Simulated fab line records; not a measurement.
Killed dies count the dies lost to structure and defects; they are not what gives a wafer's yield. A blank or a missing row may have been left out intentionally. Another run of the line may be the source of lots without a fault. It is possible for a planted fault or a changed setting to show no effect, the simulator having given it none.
A struck lot beside a sound one	flow n5 finfet	16 steps out of a route of 1938
Sound: the wafers L485.1, L485.2, L485.3. The struck wafers were L497.2, L497.3, L497.4. The cause is given at the end.
Order at every step that has rows: each side's tool, ch and its chambers, its first start. Under that, the readings that differ: sound wafers	struck wafers	difference of the means	sigmas: that difference in standard deviations of wafers without a fault.
alike: readings with means less than 2 such deviations apart, plus words and numbers identical on both sides. not compared: withheld readings, readings lacking a value on some wafer, bounds such as >300 that could conceal the same value, and numbers that have no deviation in the record and whose values overlap.
A row with sigmas, a row that says differs or no value, or rows on one side alone: a step with any of these is where the two part. Non-overlapping numbers with no deviation appear without sigmas and do not part them. A reading that every wafer of one side lacks parts them only if that side has two wafers or more.

first, 6 steps without rows for these wafers: N5_BEOL_M3_COAT_22 (resist thk 30 nm); N5_BEOL_M3_EBR_24; N5_BEOL_M3_SOFTBAKE_23 (time 60 s); N5_BEOL_M3_EXPOSE_25 (exposes mask V2, defocus 5 nm); N5_BEOL_M3_PEB_26 (peb time 60 s); N5_BEOL_M3_DEVELOP_27 (develop time 30 s).
N5_BEOL_M3_CD_MEAS_28: target cd 25.7 nm, target cd y 23.3 nm.
  sound on cd sem-03 ch 0, day 7 13:04; struck on cd sem-02 ch 0, day 10 13:15
  alike: cd nm
N5_BEOL_M3_OVL_MEAS_29:
  sound on overlay-01 ch 0, day 7 13:05; struck on overlay-02 ch 0, day 10 13:17
  alike: V2_OVL
N5_BEOL_M3_INSPECT_30: inspects for defects (brightfield).
  struck on defect inspect-01, day 10 13:20; sound on defect inspect-02, day 7 13:09
  alike: raw defect count
N5_BEOL_M3_DESCUM_33: chemistry O2, time 7 s.
  sound on rie diel-01 ch 1,2,3, day 7 13:28; struck on rie diel-04 ch 0,2,3, day 10 13:35
  alike: drypump motor current A, oes product au, rf vpp V, showerhead plenum p Torr, temp c, throttle valve pct
  not compared: rf hours counter h
N5_BEOL_M3_ETCH_77: etches underlayer in N2/H2, target depth 6.5 nm, time 5.2 s.
  sound on rie diel-01 ch 1,2,3, day 7 13:31; struck on rie diel-04 ch 0,2,3, day 10 13:37
  alike: drypump motor current A, etch rf on time s, oes product au, rf vpp V, showerhead plenum p Torr, throttle valve pct
  not compared: rf hours counter h
N5_BEOL_M3_ETCH_69: etches SiARC in CF4, target depth 15.6 nm, time 26 s.
  sound on rie diel-01 ch 1,2,3, day 7 13:32; struck on rie diel-04 ch 0,2,3, day 10 13:38
  alike: drypump motor current A, etch rf on time s, mfc ar sccm, oes product au, rf vpp V, showerhead plenum p Torr, throttle valve pct
  not compared: rf hours counter h
N5_BEOL_M3_ALD_98: deposits SiO2, target thk 2.5 nm, pulse time 1 s, co reactant pulse time 1 s.
  sound on ald sin-01 ch 1,2,3, day 7 13:37; struck on ald sin-01 ch 0,1,2, day 10 13:43
  no value came back on the struck wafers for any of 5 readings (ald cycles, chamber pressure Torr (Torr) and others); on the sound wafers ald cycles reads 17 17 17
N5_BEOL_M3_ETCHBACK_99: etches SiO2 in CHF3, target depth 5 nm, time 10.4 s.
  sound on rie diel-04 ch 0,2,3, day 7 17:51; struck on rie diel-04 ch 0,3, day 10 17:58
  alike: drypump motor current A, mfc ar sccm, oes product au, rf vpp V, showerhead plenum p Torr, throttle valve pct
  not compared: rf hours counter h
N5_BEOL_M4_RC_MEAS_101:
  sound on prober-01 ch 0, day 8 07:13; struck on prober-02 ch 0, day 11 10:19
  alike: DIBL_N, DIBL_P, IOFF_N, IOFF_P, ION_N, ION_P, SS_N, SS_P, VT_N, VT_P
N5_PASSIVATION_PROBE_49:
  the record has rows for the sound wafers here (prober-02, day 12 11:56) and none for the struck ones

## WHERE THEY PART
Earliest at N5_BEOL_M3_ALD_98; latest, in this record, at N5_PASSIVATION_PROBE_49.

WHY: what the simulator had put in
Beginning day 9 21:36, the whole step at N5_BEOL_M3_ALD_98 was skipped on ald sin-01. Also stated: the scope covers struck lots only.
